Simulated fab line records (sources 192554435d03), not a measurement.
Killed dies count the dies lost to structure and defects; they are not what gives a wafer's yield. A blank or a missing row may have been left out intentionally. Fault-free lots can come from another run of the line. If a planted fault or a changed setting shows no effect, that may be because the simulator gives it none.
2 desks looking at one fault    flow n5-finfet    each desk has only its own numbers; what lay behind them comes last

== DESK OF THE TOOL OWNER: cvd-co-02 ==
The tool's own readings at N5_BEOL_M9_CVD_78 (deposits Co from CCTBA/H2, target thk 2 nm, time 138.9 s): means of the sampled wafers that have a number, for each lot that ran on this tool. Marked OUT: a lot whose mean sits more than 4 standard deviations from the usual mean, which makes it out of limits; the brackets give that distance.
Columns: A = run-length-s at N5_BEOL_M9_CVD_78, usual 161.6 s
lot   first seen here  A
L132  day 9 20:14      162.0
L135  day 10 14:26     161.8
L133  day 11 02:48     161.6
L138  day 12 06:32     161.6
L137  day 12 11:22     161.1
L145  day 13 21:17     162.1
L147  day 13 23:02     146.5 (-26) OUT
L148  day 14 08:24     139.7 (-37) OUT
This desk's verdict: out of limits on L147, L148, starting with L147 at day 13 23:02 (run-length-s at N5_BEOL_M9_CVD_78). L132, L135, L133, L138, L137, L145: within limits.

== AT THE METROLOGY DESK ==
What the gauges read, lot by lot, whatever tool the lot ran on: means of the sampled wafers that have a number. Marked OUT: a lot whose mean sits more than 4 standard deviations from the usual mean, which makes it out of limits; the brackets give that distance.
Columns: A = M9_THK at N5_BEOL_M9_THK_MEAS_53, usual 141 nm
lot   first seen here  A
L132  day 9 21:44      141
L134  day 10 14:15     142
L135  day 10 17:43     142
L133  day 11 04:20     144
L136  day 11 10:21     142
L138  day 12 07:38     141
L137  day 12 12:34     140
L139  day 12 16:13     143
L145  day 13 22:10     141
L147  day 14 00:15     139
L148  day 14 09:20     140
L149  day 14 14:05     137
L155  day 17 04:19     138
This desk's finding: nothing out of limits on any of the 13 lots.

== PUT TOGETHER ==
At day 13 23:02, on L147, L148, the tool owner's desk was in a position to raise an alarm.
Nothing out of limits was seen by the metrology desk.
The metrology desk has L147, L148 on record, within its limits.
The lots listed all ran N5_BEOL_M9_CVD_78 on cvd-co-02.

== WHAT THE SIMULATOR HAD PUT IN ==
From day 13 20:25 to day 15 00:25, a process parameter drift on cvd-co-02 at N5_BEOL_M9_CVD_78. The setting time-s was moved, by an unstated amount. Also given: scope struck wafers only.
Struck lots among those shown: L147, L148.
Delay in hours, fault start to first out-of-limits reading, by desk: the tool owner's desk at 3.
